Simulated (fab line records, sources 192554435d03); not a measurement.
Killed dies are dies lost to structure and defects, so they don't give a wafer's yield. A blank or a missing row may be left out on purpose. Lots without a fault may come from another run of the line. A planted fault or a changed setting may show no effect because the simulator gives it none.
Which tool did it? | flow n5_finfet | 9 lots, 27 wafers sampled, at 5 steps of a route of 1938

WHAT THE GAUGES READ, wafer by wafer
N5_BEOL_M4_CD_MEAS_28: target cd 26.2 nm, target cd y 24.1 nm. Usual: cd_nm 26.16 nm, standard deviation 0.23.
lot  | measured     | on        | cd_nm (nm)        | flag
L419 | day 7 23:10  | cd_sem-03 | 26.31 26.52 26.71 |
L423 | day 8 18:35  | cd_sem-03 | 26.01 26.17 26.16 |
L424 | day 8 23:05  | cd_sem-03 | 26.02 26.13 26.54 |
L425 | day 9 12:59  | cd_sem-03 | 26.11 26.52 26.42 |
L426 | day 9 19:14  | cd_sem-01 | 25.92 25.76 26.05 |
L427 | day 9 23:11  | cd_sem-01 | 26.24 26.32 26.51 |
L429 | day 10 13:22 | cd_sem-02 | 26.15 25.96 26.03 |
L435 | day 11 12:11 | cd_sem-01 | 26.55 26.23 26.20 |
L441 | day 13 16:10 | cd_sem-03 | 26.28 26.57 26.31 |

N5_BEOL_M4_RC_MEAS_101. Usual: DIBL_N 36.3 mV/V, standard deviation 1.4; DIBL_P 36.2 mV/V, standard deviation 1.5; IOFF_N 0.160 nA/um, standard deviation 0.021; IOFF_P 0.211 nA/um, standard deviation 0.027; ION_N 676 uA/um, standard deviation 7.7; ION_P 463 uA/um, standard deviation 5.5; SS_N 71.4 mV/dec, standard deviation 0.57; SS_P 73.3 mV/dec, standard deviation 0.58; VT_N 249.3 mV, standard deviation 2.5; VT_P -250.1 mV, standard deviation 2.6.
lot  | measured     | on        | DIBL_N (mV/V)  | DIBL_P (mV/V)  | IOFF_N (nA/um)    | IOFF_P (nA/um)    | ION_N (uA/um) | ION_P (uA/um) | SS_N (mV/dec)  | SS_P (mV/dec)  | VT_N (mV)         | VT_P (mV)            | flag
L419 | day 8 13:32  | prober-01 | 38.2 37.7 39.7 | 38.3 36.9 38.2 | 0.174 0.154 0.195 | 0.251 0.215 0.248 | 683 675 675   | 471 464 465   | 72.4 72.0 72.0 | 73.7 73.3 73.9 | 248.6 250.5 248.5 | -245.4 -246.7 -249.7 |
L423 | day 9 00:44  | prober-02 | 34.6 36.3 37.5 | 34.4 36.7 37.7 | 0.129 0.158 0.168 | 0.152 0.173 0.185 | 674 669 671   | 452 454 449   | 71.2 71.3 72.1 | 73.3 74.3 74.0 | 254.6 249.1 251.6 | -257.9 -257.4 -253.5 |
L424 | day 9 13:05  | prober-01 | 38.6 38.2 37.8 | 37.1 37.4 35.5 | 0.156 0.152 0.137 | 0.234 0.229 0.201 | 668 673 674   | 467 469 461   | 71.9 71.0 71.8 | 73.6 73.6 73.1 | 252.9 249.7 253.1 | -250.9 -249.4 -250.7 |
L425 | day 9 22:33  | prober-01 | 37.1 35.9 36.6 | 35.6 34.0 34.4 | 0.154 0.139 0.144 | 0.203 0.198 0.193 | 673 677 665   | 460 469 468   | 71.1 70.9 70.8 | 73.5 72.5 72.9 | 250.1 249.1 248.3 | -250.2 -248.9 -249.8 |
L426 | day 10 01:46 | prober-01 | 35.9 35.3 35.4 | 37.6 36.3 35.6 | 0.178 0.157 0.154 | 0.229 0.213 0.201 | 687 672 679   | 463 461 461   | 71.1 70.7 70.4 | 73.7 73.3 73.0 | 248.4 251.2 248.0 | -251.9 -250.3 -248.6 |
L427 | day 10 06:29 | prober-02 | 34.5 34.5 34.8 | 35.8 35.7 36.1 | 0.155 0.148 0.159 | 0.194 0.189 0.199 | 687 685 690   | 471 462 467   | 71.6 71.3 71.2 | 72.5 72.8 73.2 | 249.1 249.6 249.1 | -251.3 -249.6 -253.2 |
L429 | day 10 22:40 | prober-01 | 34.4 36.0 35.0 | 35.3 37.7 35.8 | 0.131 0.168 0.136 | 0.202 0.234 0.205 | 670 674 660   | 464 470 456   | 71.1 71.9 71.7 | 72.9 74.5 73.6 | 252.5 247.5 252.5 | -251.6 -246.9 -250.2 |
L435 | day 12 01:40 | prober-02 | 36.1 36.1 35.0 | 35.1 34.6 33.8 | 0.162 0.162 0.150 | 0.204 0.194 0.184 | 672 681 680   | 465 463 463   | 71.2 71.5 70.9 | 72.9 73.4 72.8 | 248.7 248.9 250.5 | -249.9 -252.3 -251.6 |
L441 | day 14 01:29 | prober-01 | 36.2 35.2 37.5 | 36.6 34.4 37.0 | 0.155 0.125 0.157 | 0.221 0.181 0.228 | 673 660 673   | 465 451 460   | 71.6 70.8 71.8 | 74.1 73.0 74.3 | 250.7 253.3 250.6 | -249.9 -250.6 -249.8 |

WHICH TOOL RAN EACH LOT (tool, then ch and the chambers of the sampled wafers, then the start)
lot  | N5_BEOL_M4_STRIP_19                | N5_BEOL_M4_TRENCH_ETCH_37          | N5_BEOL_M4_STRIP_97
L419 | rie_diel-05 ch 0,1,2, day 7 22:46  | rie_diel-04 ch 0,2,3, day 8 08:02  | rie_diel-04 ch 0,2,3, day 8 13:32 or earlier
L423 | rie_diel-04 ch 0,1,2, day 8 18:11  | rie_diel-06 ch 1,2,3, day 8 20:16  | rie_diel-06 ch 1,2,3, day 9 00:44 or earlier
L424 | rie_diel-06 ch 0,3, day 8 22:41    | rie_diel-06 ch 0,1,2, day 9 06:51  | rie_diel-06 ch 0,1,2, day 9 13:05 or earlier
L425 | rie_diel-04 ch 0,2,3, day 9 12:35  | rie_diel-05 ch 0,2, day 9 18:10    | rie_diel-05 ch 0,2, day 9 22:33 or earlier
L426 | rie_diel-06 ch 0,3, day 9 18:43    | rie_diel-04 ch 2,3, day 9 21:50    | rie_diel-04 ch 2,3, day 10 01:46 or earlier
L427 | rie_diel-06 ch 2,3, day 9 22:40    | rie_diel-04 ch 0,3, day 10 02:22   | rie_diel-04 ch 0,3, day 10 06:29 or earlier
L429 | rie_diel-04 ch 1,2, day 10 12:59   | rie_diel-05 ch 0,1, day 10 16:20   | rie_diel-05 ch 0,1, day 10 22:40 or earlier
L435 | rie_diel-05 ch 0,2,3, day 11 11:40 | rie_diel-04 ch 0,1,3, day 11 21:30 | rie_diel-04 ch 0,1,3, day 12 01:40 or earlier
L441 | rie_diel-06 ch 1,2,3, day 13 15:46 | rie_diel-06 ch 0,2,3, day 13 20:44 | rie_diel-06 ch 0,2,3, day 14 01:29 or earlier
- N5_BEOL_M4_STRIP_19: strips in O2.
- N5_BEOL_M4_TRENCH_ETCH_37: etches SiOC in C4F6/O2, target depth 55.555 nm, time 29.2 s.
- N5_BEOL_M4_STRIP_97: strips in N2/H2, time 10 s.

WHAT THE TOOLS THEMSELVES READ (means of the sampled wafers that have a number; where no wafer has one, the mark that the record gives instead)
N5_BEOL_M4_STRIP_19. Usual: chamber_pressure_mTorr 30.003 mTorr, standard deviation 0.027; drypump_motor_current_A 5.8 A, standard deviation 0.37; o2_flow_sccm 225.1 sccm, standard deviation 0.7; oes_product_au 0.81 a.u., standard deviation 0.076; rf_vpp_V 3.7 V, standard deviation 0.52; showerhead_plenum_p_Torr 2.12 Torr, standard deviation 0.066; throttle_valve_pct 16.51 %, standard deviation 0.23.
lot  | tool        | chamber_pressure_mTorr (mTorr) | drypump_motor_current_A (A) | o2_flow_sccm (sccm) | oes_product_au (a.u.) | rf_vpp_V (V) | showerhead_plenum_p_Torr (Torr) | throttle_valve_pct (%) | flag
L419 | rie_diel-05 | 29.997                         | 5.5                         | 224.7               | 0.87                  | 3.1          | 2.19                            | 16.37                  |
L423 | rie_diel-04 | 30.014                         | 5.8                         | 225.1               | 0.84                  | 3.9          | 2.13                            | 16.54                  |
L424 | rie_diel-06 | 30.007                         | 6.1                         | 224.7               | 0.72                  | 3.2          | 2.06                            | 16.53                  |
L425 | rie_diel-04 | 29.994                         | 5.6                         | 224.9               | 0.86                  | 3.9          | 2.13                            | 16.57                  |
L426 | rie_diel-06 | 30.020                         | 6.1                         | 225.0               | 0.71                  | 3.9          | 2.06                            | 16.53                  |
L427 | rie_diel-06 | 29.999                         | 6.0                         | 226.5               | 0.73                  | 3.3          | 1.99                            | 16.63                  |
L429 | rie_diel-04 | 29.999                         | 5.9                         | 225.3               | 0.80                  | 3.5          | 2.11                            | 16.65                  |
L435 | rie_diel-05 | 30.003                         | 5.6                         | 224.9               | 0.90                  | 4.0          | 2.14                            | 16.40                  |
L441 | rie_diel-06 | 30.005                         | 6.2                         | 224.5               | 0.82                  | 4.3          | 2.14                            | 16.47                  |

N5_BEOL_M4_TRENCH_ETCH_37. Usual: bias_w 185.1 W, standard deviation 0.55; chamber_pressure_mTorr 30.00 mTorr, standard deviation 0.045; drypump_motor_current_A 5.8 A, standard deviation 0.4; oes_ar_750_au 0.82 a.u., standard deviation 0.074; oes_product_au 0.83 a.u., standard deviation 0.08; rf_vpp_V 669 V, standard deviation 6.6; showerhead_plenum_p_Torr 2.90 Torr, standard deviation 0.078; throttle_valve_pct 20.66 %, standard deviation 0.26.
lot  | tool        | bias_w (W) | chamber_pressure_mTorr (mTorr) | drypump_motor_current_A (A) | oes_ar_750_au (a.u.) | oes_product_au (a.u.) | rf_vpp_V (V) | showerhead_plenum_p_Torr (Torr) | throttle_valve_pct (%) | flag
L419 | rie_diel-04 | 185.4      | 29.99                          | 5.6                         | 0.87                 | 0.88                  | 674          | 2.89                            | 20.75                  |
L423 | rie_diel-06 | 184.6      | 30.00                          | 6.2                         | 0.76                 | 0.76                  | 664          | 2.81                            | 20.71                  |
L424 | rie_diel-06 | 185.1      | 30.02                          | 6.0                         | 0.78                 | 0.77                  | 662          | 2.85                            | 20.76                  |
L425 | rie_diel-05 | 185.4      | 29.99                          | 5.6                         | 0.88                 | 0.89                  | 665          | 2.93                            | 20.43                  |
L426 | rie_diel-04 | 185.2      | 29.99                          | 5.8                         | 0.83                 | 0.83                  | 671          | 2.88                            | 20.86                  |
L427 | rie_diel-04 | 185.3      | 29.99                          | 5.6                         | 0.89                 | 0.89                  | 673          | 2.90                            | 20.60                  |
L429 | rie_diel-05 | 185.3      | 30.01                          | 5.5                         | 0.77                 | 0.77                  | 671          | 2.98                            | 20.73                  |
L435 | rie_diel-04 | 189.8      | 30.00                          | 5.7                         | 0.84                 | 0.85                  | 686          | 2.89                            | 20.60                  | OFF
L441 | rie_diel-06 | 185.2      | 30.01                          | 6.0                         | 0.79                 | 0.79                  | 664          | 2.85                            | 20.61                  |

N5_BEOL_M4_STRIP_97. Usual: chamber_pressure_mTorr 20.000 mTorr, standard deviation 0.019; drypump_motor_current_A 5.9 A, standard deviation 0.4; oes_product_au 0.83 a.u., standard deviation 0.079; rf_vpp_V 59.3 V, standard deviation 0.87; showerhead_plenum_p_Torr 2.59 Torr, standard deviation 0.075; throttle_valve_pct 23.4 %, standard deviation 0.31.
lot  | tool        | chamber_pressure_mTorr (mTorr) | drypump_motor_current_A (A) | oes_product_au (a.u.) | rf_vpp_V (V) | showerhead_plenum_p_Torr (Torr) | throttle_valve_pct (%) | flag
L419 | rie_diel-04 | 19.995                         | 5.6                         | 0.88                  | 59.3         | 2.58                            | 23.5                   |
L423 | rie_diel-06 | 19.992                         | 6.2                         | 0.77                  | 58.5         | 2.51                            | 23.5                   |
L424 | rie_diel-06 | 19.987                         | 6.0                         | 0.78                  | 59.5         | 2.55                            | 23.5                   |
L425 | rie_diel-05 | 19.990                         | 5.6                         | 0.90                  | 60.3         | 2.63                            | 23.1                   |
L426 | rie_diel-04 | 20.002                         | 5.8                         | 0.84                  | 59.1         | 2.57                            | 23.7                   |
L427 | rie_diel-04 | 19.989                         | 5.5                         | 0.89                  | 59.6         | 2.58                            | 23.2                   |
L429 | rie_diel-05 | 20.008                         | 5.4                         | 0.78                  | 59.7         | 2.67                            | 23.5                   |
L435 | rie_diel-04 | 20.000                         | 5.7                         | 0.85                  | 59.9         | 2.57                            | 23.2                   |
L441 | rie_diel-06 | 19.994                         | 6.0                         | 0.79                  | 59.5         | 2.55                            | 23.3                   |

THE ANSWER, worked out from the rows above alone
Rule: a lot is off if the mean of its wafers that have a number lies more than 3 standard deviations from the usual mean. A lot without any number at a reading at which 4 lots or more have one is off too. The other lots that the step has rows for count as sound. The gauges are gone through in route order, then the tools' own readings, and for those a lot's mean is taken as printed above. The first step at which some lot is off is used, and at that step the reading that is off furthest; a lot without a number counts as furthest.
Off: L435, at N5_BEOL_M4_TRENCH_ETCH_37 (bias_w).
A tool fits if, at that step or a process step before it, it ran every lot that is off, and no sound lot after the first of them. Can't be told from this: 2 tools fit, rie_diel-05 at N5_BEOL_M4_STRIP_19, rie_diel-04 at N5_BEOL_M4_TRENCH_ETCH_37.

WHAT THE SIMULATOR HAD PUT IN
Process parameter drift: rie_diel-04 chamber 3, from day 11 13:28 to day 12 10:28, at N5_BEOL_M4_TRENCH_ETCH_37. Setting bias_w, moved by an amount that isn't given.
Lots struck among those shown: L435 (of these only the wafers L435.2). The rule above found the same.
